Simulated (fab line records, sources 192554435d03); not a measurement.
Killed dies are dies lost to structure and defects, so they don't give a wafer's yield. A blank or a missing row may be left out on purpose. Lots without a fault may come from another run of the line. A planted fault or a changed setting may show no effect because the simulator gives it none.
fab line records | flow n5_finfet
record lots=11 wafers=29 last_day=17
route steps=1938 shown BEOL_M3@1003 BEOL_M4@1111 PASSIVATION@1936
lots that met no fault: from a run of the same line without faults
start_h: hours from the record's first day to the start of the lot's first wafer shown | wait_h: hours since the lot's step before | " the same as in the row above | L1.1+2: a row that stands for several wafers | - no value, or no start given | * or withheld: withheld | < > ~ a bound
route shown NAME@n: a module of which the file shows steps, and the number in the route of the first | usual: mean/standard deviation of fault-free wafers | same: alike in all rows | chamber/n: place in a boat | sites: the reading at each site | _std_site: their standard deviation | _edge_site: outer sites' mean less inner sites' | radius_mm: how far each site lies from the wafer's centre | mask NAME#n: copy n | behind: the tool/chamber that last shaped the wafer | hold: why the lot was held/for how many hours/how that ended | device: the transistor (n, p or np) that didn't switch | end of line: the same wafers' tests at the end of the route | a step without rows: its recipe alone | killed: dies lost to structure and defects at the first sort, not the wafer's yield | map: a wafer's dies, x killed, . not, _ none there
set.NAME: the setting as run; set.NAME@STEP: as run at that earlier step | model.NAME: the simulator's own value behind a step, which no gauge read
steps of the route over a sample of lots; a table a step, a row a wafer
services: from which hour (start_h, from the record's first day; less than 0 if before it) a tool's chamber was out of use, for how many hours, and why
## steps
# step N5_BEOL_M3_ANNEAL_89
# recipe temp_c=400 time_s=240 ambient=vacuum
# usual heater_power_w=818/71
# columns lot.wafer tool chamber start_h wait_h heater_power_w
L230.1 pvd_sputter-02 - 149.76 0.0 887
L230.3 " - " " 696
L230.5 " - " " 889
L231.2 pvd_sputter-02 - 154.37 0.0 806
L231.6 " - " " 877
L232.2 pvd_sputter-03 - 162.22 0.0 791
L232.4 " - " " 829
L233.2 pvd_sputter-03 - 168.79 0.0 730
L233.3 " - " " 845
L234.1 pvd_sputter-03 - 171.47 0.0 833
L234.4 " - " " 801
L234.6 " - " " 835
L240.1 pvd_sputter-01 - 213.90 0.0 887
L240.3 " - " " 763
L240.4 " - " " 884
L241.1 pvd_sputter-03 - 217.11 0.0 805
L241.2 " - " " 736
L241.6 " - " " 787
L242.1 pvd_sputter-03 - 231.55 0.0 740
L242.3 " - " " 831
L242.5 " - " " 823
L244.5 pvd_sputter-01 - 231.87 0.1 883
L244.6 " - " " 924
L251.1 pvd_sputter-03 - 282.46 0.0 798
L251.3 " - " " 738
L251.6 " - " " 805
L252.2 pvd_sputter-03 - 289.81 0.0 815
L252.3 " - " " 732
L252.6 " - " " 812
# step N5_BEOL_M3_SPUTTER_92
# recipe material=Cu target_thk_a=45 temp_c=-20 chamber_pressure_pa=0.07 power_w=withheld time_s=8.29
# usual chamber_pressure_pa=0.07/0.00016 chuck_gas_flow_sccm=1.27/0.058 throttle_valve_pct=29.9/0.77
# columns lot.wafer tool chamber start_h wait_h chamber_pressure_pa chuck_gas_flow_sccm throttle_valve_pct
L230.1 pvd_sputter-02 - 150.12 0.1 0.06998 1.29 29.8
L230.3 " - " " 0.07008 1.26 29.9
L230.5 " - " " 0.06999 1.21 29.7
L231.2 pvd_sputter-02 - 154.73 0.1 0.07014 1.35 31.2
L231.6 " - " " 0.07018 1.23 29.8
L232.2 pvd_sputter-03 - 162.58 0.1 0.06978 1.26 30.9
L232.4 " - " " 0.07 1.21 29.2
L233.2 pvd_sputter-03 - 169.15 0.1 0.06999 1.39 29.8
L233.3 " - " " 0.07004 1.17 29.1
L234.1 pvd_sputter-03 - 171.83 0.1 0.07014 1.20 29.2
L234.4 " - " " 0.07013 1.23 30.9
L234.6 " - " " 0.07021 1.23 29.1
L240.1 pvd_sputter-01 - 214.26 0.1 - - -
L240.3 " - " " - - -
L240.4 " - " " - - -
L241.1 pvd_sputter-03 - 217.47 0.1 - - -
L241.2 " - " " - - -
L241.6 " - " " - - -
L242.1 pvd_sputter-03 - 231.91 0.1 - - -
L242.3 " - " " - - -
L242.5 " - " " - - -
L244.5 pvd_sputter-01 - 232.20 0.0 0.06967 1.25 30.1
L244.6 " - " " 0.06987 1.26 30.7
L251.1 pvd_sputter-03 - 282.82 0.1 0.06977 1.28 30.9
L251.3 " - " " 0.07017 1.23 29.7
L251.6 " - " " 0.07005 1.29 30.1
L252.2 pvd_sputter-03 - 290.17 0.1 0.06986 1.24 31.1
L252.3 " - " " 0.07022 1.25 29.9
L252.6 " - " " 0.06999 1.23 30.9
# step N5_BEOL_M3_ANNEAL_95
# recipe temp_c=400 time_s=240 ambient=vacuum
# usual heater_power_w=818/72
# columns lot.wafer tool chamber start_h wait_h heater_power_w
L230.1 pvd_sputter-02 - 150.42 0.0 875
L230.3 " - " " 687
L230.5 " - " " 877
L231.2 pvd_sputter-02 - 155.03 0.0 830
L231.6 " - " " 895
L232.2 pvd_sputter-03 - 162.88 0.0 813
L232.4 " - " " 839
L233.2 pvd_sputter-03 - 169.45 0.0 756
L233.3 " - " " 852
L234.1 pvd_sputter-03 - 172.13 0.0 878
L234.4 " - " " 793
L234.6 " - " " 836
L240.1 pvd_sputter-01 - 214.56 0.0 904
L240.3 " - " " 755
L240.4 " - " " 859
L241.1 pvd_sputter-03 - 217.77 0.0 777
L241.2 " - " " 739
L241.6 " - " " 815
L242.1 pvd_sputter-03 - 232.21 0.0 757
L242.3 " - " " 781
L242.5 " - " " 843
L244.5 pvd_sputter-01 - 232.53 0.1 892
L244.6 " - " " 924
L251.1 pvd_sputter-03 - 283.12 0.0 802
L251.3 " - " " 741
L251.6 " - " " 795
L252.2 pvd_sputter-03 - 290.47 0.0 823
L252.3 " - " " 742
L252.6 " - " " 828
# step N5_BEOL_M3_CMP_52
# recipe stop_on=SiOC t_overpolish_s=6.8 down_force_psi=1 platen_rpm=50 clearing_platen_down_force_psi=1.5 clearing_platen_rpm=50 post_cmp_clean=cu_alkaline target_thk_nm=40 clearing_platen_pad_velocity_m_s=0.99484 pad_velocity_m_s=0.99484
# usual motor_current_A=6.4/0.55 pad_life_wafers=928/600
# columns lot.wafer tool chamber start_h wait_h motor_current_A pad_life_wafers
L230.3 cmp-04 3 151.05 0.2 6.4 1452
L230.1 " 0 " " 6.1 1453
L230.5 " 0 " " 6.5 -
L231.2 cmp-03 3 155.83 0.2 6.8 1951
L231.6 " 2 " " 7.1 -
L232.4 cmp-02 1 163.56 0.2 6.0 655
L232.2 " 3 " " 5.1 657
L233.2 cmp-02 1 170.20 0.3 6.0 710
L233.3 " 2 " " 6.7 711
L234.4 cmp-03 0 172.77 0.1 6.2 6
L234.1 " 1 " " 7.2 7
L234.6 " 0 " " 6.2 -
L240.3 cmp-04 0 215.19 0.2 6.3 1890
L240.1 " 1 " " 6.5 1891
L240.4 " 2 " " 5.7 1892
L241.2 cmp-02 3 218.44 0.2 5.6 1135
L241.1 " 0 " " 6.7 1136
L241.6 " 3 " " 5.9 -
L242.1 cmp-02 2 232.88 0.3 6.7 1249
L242.3 " 0 " " 6.3 1251
L242.5 " 2 " " 6.3 -
L244.6 cmp-03 2 233.37 0.3 6.7 -
L244.5 " 3 " " 7.3 -
L251.3 cmp-02 1 283.80 0.2 6.3 1633
L251.1 " 3 " " 5.6 1635
L251.6 " 1 " " 6.2 -
L252.2 cmp-04 3 292.25 1.4 6.3 480
L252.3 " 2 " " 5.4 483
L252.6 " 3 " " 6.2 -
# step N5_BEOL_M4_RC_MEAS_101
# usual DIBL_N=37.5/2 DIBL_P=37.5/2.5 IOFF_N=0.18/0.042 IOFF_P=0.24/0.046 ION_N=677/15 ION_P=464/9.5 SS_N=72.0/0.76 SS_P=73.6/0.79 VT_N=249/3.5 VT_P=-249/3.2
# columns lot.wafer tool chamber start_h wait_h DIBL_N[mV/V] DIBL_P[mV/V] IOFF_N[nA/um] IOFF_P[nA/um] ION_N[uA/um] ION_P[uA/um] SS_N[mV/dec] SS_P[mV/dec] VT_N[mV] VT_P[mV]
L230.1 prober-01 0 161.35 0.0 40.3 39.7 0.25 0.27 677 458 73.5 73.8 245 -249
L230.3 " 0 " " 36.7 36.9 0.16 0.23 686 473 71.2 72.4 248 -248
L230.5 " 0 " " 37.4 37.3 0.16 0.23 690 473 72.0 73.4 250 -247
L231.2 prober-02 0 170.18 0.2 37.0 38.6 0.17 0.23 691 466 72.8 74.1 247 -251
L231.6 " 0 " " 38.1 39.7 0.18 0.26 667 458 72.8 74.7 251 -249
L232.2 prober-01 0 173.71 0.2 34.7 34.3 0.14 0.18 698 476 71.2 72.8 254 -251
L232.4 " 0 " " 38.8 37.2 0.21 0.21 670 459 73.5 73.6 247 -253
L233.2 prober-01 0 181.31 0.2 36.9 37.5 0.16 0.20 657 451 72.8 73.8 251 -256
L233.3 " 0 " " 37.5 39.2 0.18 0.23 670 455 72.1 74.4 249 -250
L234.1 prober-02 0 182.55 0.0 36.5 34.2 0.13 0.21 670 468 71.2 73.3 254 -247
L234.4 " 0 " " 37.0 36.7 0.15 0.26 658 464 71.2 73.5 250 -248
L234.6 " 0 " " 39.3 37.7 0.18 0.26 680 470 72.3 73.6 247 -245
L240.1 prober-01 0 224.89 0.0 39.3 41.9 0.24 0.32 683 468 72.4 75.0 244 -245
L240.3 " 0 " " 33.9 33.9 0.13 0.18 653 454 71.4 73.0 253 -251
L240.4 " 0 " " 38.0 41.3 0.22 0.29 694 474 71.8 74.9 245 -246
L241.1 prober-01 0 228.21 0.0 37.1 40.3 0.19 0.27 658 446 71.9 74.3 250 -252
L241.2 " 0 " " 37.0 38.0 0.19 0.20 665 449 73.0 72.5 248 -252
L241.6 " 0 " " 36.0 37.7 0.15 0.20 654 446 72.2 72.6 254 -255
L242.1 prober-01 0 244.47 0.0 37.6 36.7 0.15 0.21 672 463 70.9 73.2 251 -249
L242.3 " 0 " " 38.5 37.8 0.16 0.22 670 461 72.0 74.2 251 -251
L242.5 " 0 " " 36.7 34.8 0.16 0.19 681 464 71.4 73.0 250 -248
L244.5 prober-02 0 245.34 0.6 39.6 38.8 0.26 0.28 677 460 73.7 73.7 247 -246
L244.6 " 0 " " 34.4 33.9 0.14 0.20 685 464 71.8 72.4 250 -251
L251.1 prober-02 0 294.48 0.0 39.4 38.3 0.23 0.24 708 470 72.3 74.6 244 -249
L251.3 " 0 " " 37.3 34.9 0.18 0.19 685 465 71.6 72.8 248 -250
L251.6 " 0 " " 37.4 36.5 0.18 0.20 693 467 72.1 73.8 247 -251
L252.2 prober-01 0 305.41 0.2 39.4 39.4 0.22 0.25 683 457 72.8 74.8 244 -249
L252.3 " 0 " " 34.4 34.4 0.12 0.18 672 465 71.4 73.1 251 -254
L252.6 " 0 " " 39.7 40.4 0.23 0.28 697 474 72.3 74.5 241 -249
# step N5_PASSIVATION_PROBE_49
# usual defect_limited_yield=91.8/1.5 killed_at_M0_to_M3=33/11 killed_at_M4_up=13/5 killed_at_contacts=11/5.6 killed_at_front_end=36/12 killed_at_other=3.4/2.5 killed_dies=97/18 killed_open=64/13 killed_short=31/6.9 sort_bin_5_function=4.8/1 sort_bin_6_memory=3.1/0.64 sort_bin_8_speed=0.00/0.014 sort_n_pass=1083/18 sort_yield_pct=91.8/1.5
# same gross_dies=1180 killed_at_back_side=0 sort_bin_4_leakage[%]=0
# columns lot.wafer tool chamber start_h wait_h defect_limited_yield[%] killed_at_M0_to_M3 killed_at_M4_up killed_at_contacts killed_at_front_end killed_at_other killed_dies killed_open killed_short sort_bin_5_function[%] sort_bin_6_memory[%] sort_bin_8_speed[%] sort_n_pass sort_yield_pct[%]
L240.1 prober-01 - 325.45 0.0 90.8 36 13 11 49 0 109 65 27 4.9 3.3 0 1071 90.8
L240.3 prober-01 - 325.55 0.1 92.2 32 23 10 27 0 92 51 31 4.7 3.0 0 1088 92.2
L240.4 prober-01 - 325.60 0.2 91.0 23 15 13 53 2 106 70 21 4.6 3.3 0 1074 91.0
L241.1 prober-01 - 327.74 0.3 93.4 24 6 21 21 6 78 52 21 4.0 2.5 0 1102 93.4
L241.2 prober-01 - 327.79 0.4 91.1 21 20 12 49 3 105 66 31 5.5 3.1 0 1075 91.1
L241.6 prober-01 - 327.99 0.6 90.0 42 13 9 46 8 118 77 34 6.3 3.3 0 1062 90.0
L242.1 prober-01 - 349.03 0.0 91.9 35 7 13 38 3 96 55 32 4.7 3.2 0 1084 91.9
L242.3 prober-01 - 349.13 0.1 90.8 25 13 20 34 16 108 61 26 5.7 3.2 0 1072 90.8
L242.5 prober-01 - 349.23 0.2 92.7 27 17 14 27 1 86 53 25 3.7 3.1 0 1094 92.7
# killed by level:class
L240.1 HKMG_FIN:area_etch=11 MOL_CONTACT_COAG:geometric_particle:open=10 BEOL_M0_SAQP:geometric_particle:open=10 BEOL_M0_SAQP:geometric_particle:short=8 BEOL_M1:geometric_particle:open=8 FIN_SAQP:geometric_particle:open=6 DUMMY_GATE:geometric_particle:open=6 FIN_SAQP:geometric_particle:short=5
L240.3 MOL_CONTACT_COAG:geometric_particle:open=8 BEOL_M3:interface_void_opened=8 BEOL_M4:geometric_particle:open=8 BEOL_M0_SAQP:geometric_particle:short=7 FIN_SAQP:geometric_particle:open=6 BEOL_M0_SAQP:geometric_particle:open=5 BEOL_M2:geometric_particle:open=5 BEOL_M4:geometric_particle:short=5
L240.4 STI_FIN_REVEAL:geometric_particle:open=21 MOL_CONTACT_COAG:geometric_particle:open=10 HKMG_FIN:area_etch=10 BEOL_M2:geometric_particle:open=9 FIN_SAQP:geometric_particle:open=8 DUMMY_GATE:geometric_particle:open=4 MOL_CONTACT_COAG:geometric_particle:short=3 BEOL_M2:geometric_particle:short=3
L241.1 MOL_CONTACT_COAG:geometric_particle:open=18 STI_FIN_REVEAL:geometric_particle:open=12 BEOL_M0_SAQP:geometric_particle:short=6 BEOL_M1:geometric_particle:open=6 BEOL_M3:interface_void_opened=5 MOL_CONTACT_COAG:geometric_particle:short=3 BEOL_M0_SAQP:geometric_particle:open=3 STI_FIN_REVEAL:geometric_particle:short=2
L241.2 STI_FIN_REVEAL:geometric_particle:open=14 FIN_SAQP:geometric_particle:short=13 MOL_CONTACT_COAG:geometric_particle:open=10 FIN_SAQP:geometric_particle:open=9 BEOL_M4:geometric_particle:open=8 BEOL_M3:interface_void_opened=7 DUMMY_GATE:geometric_particle:open=5 BEOL_M1:geometric_particle:open=5
L241.6 FIN_SAQP:geometric_particle:open=13 FIN_SAQP:geometric_particle:short=11 BEOL_M0_SAQP:geometric_particle:open=8 BEOL_M0:geometric_particle:open=7 BEOL_M1:geometric_particle:open=7 BEOL_M4:geometric_particle:open=7 STI_FIN_REVEAL:geometric_particle:open=6 BEOL_M0_SAQP:geometric_particle:short=6
L242.1 FIN_SAQP:geometric_particle:short=12 MOL_CONTACT_COAG:geometric_particle:open=11 BEOL_M3:interface_void_opened=8 BEOL_M1:geometric_particle:open=7 FIN_SAQP:geometric_particle:open=6 STI_FIN_REVEAL:geometric_particle:open=6 BEOL_M2:geometric_particle:open=6 DUMMY_GATE:geometric_particle:open=4
L242.3 MOL_CONTACT_COAG:geometric_particle:open=15 PASSIVATION:area_etch=15 FIN_SAQP:geometric_particle:open=8 STI_FIN_REVEAL:geometric_particle:open=5 MOL_CONTACT_COAG:geometric_particle:short=5 BEOL_M3:interface_void_opened=5 FIN_SAQP:geometric_particle:short=4 STI_FIN_REVEAL:geometric_particle:short=4
L242.5 MOL_CONTACT_COAG:geometric_particle:open=11 BEOL_M2:geometric_particle:open=8 DUMMY_GATE:geometric_particle:open=6 BEOL_M0_SAQP:geometric_particle:short=5 BEOL_M4:geometric_particle:open=5 FIN_SAQP:geometric_particle:open=4 BEOL_M8:geometric_particle:open=4 BEOL_M3:interface_void_opened=4
## services
# columns tool chamber start_h hours kind
cmp-04 - 135.90 6.4 pm
cmp-03 - 136.48 0.7 repair
cmp-04 - 158.77 1.5 repair
cmp-03 - 167.76 4.0 pm
cmp-03 - 171.76 - consumable_replace:conditioner
cmp-03 - 171.76 - consumable_replace:pad
cmp-04 - 184.10 1.0 repair
cmp-04 - 190.04 7.5 pm
cmp-04 - 199.68 1.3 repair
cmp-02 - 202.83 2.3 repair
cmp-04 - 217.46 3.4 pm
cmp-04 - 229.89 4.0 pm
cmp-04 - 233.89 - consumable_replace:conditioner
cmp-04 - 233.89 - consumable_replace:pad
cmp-02 - 239.17 1.1 repair
pvd_sputter-01 - 252.79 1.5 repair
cmp-02 - 261.89 2.7 repair
cmp-02 - 279.84 2.0 repair
cmp-02 - 286.12 25.1 repair
cmp-03 - 286.72 6.2 pm
## key
first_sign step=N5_BEOL_M3_SPUTTER_92 reading=tool_record direction=missing
effect none on later readings
met_at N5_BEOL_M3_SPUTTER_92
struck_lots L240,L241,L242
baseline_loss step=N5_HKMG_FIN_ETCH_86 wafers=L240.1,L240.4
baseline_loss step=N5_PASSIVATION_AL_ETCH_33 wafers=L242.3
not_acting_at N5_BEOL_M3_ANNEAL_89,N5_BEOL_M3_ANNEAL_95,N5_BEOL_M3_CMP_52
onset_between 171.83 214.26
fault kind=skipped_step_whole tool=pvd_sputter-01,pvd_sputter-03 chamber=- onset_h=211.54 steps=N5_BEOL_M3_SPUTTER_92 scope=struck_lots_only
# baseline_loss: these wafers lose ten dies or more at that step, a loss of the line's own and not of a fault; the sort's usual values leave them out
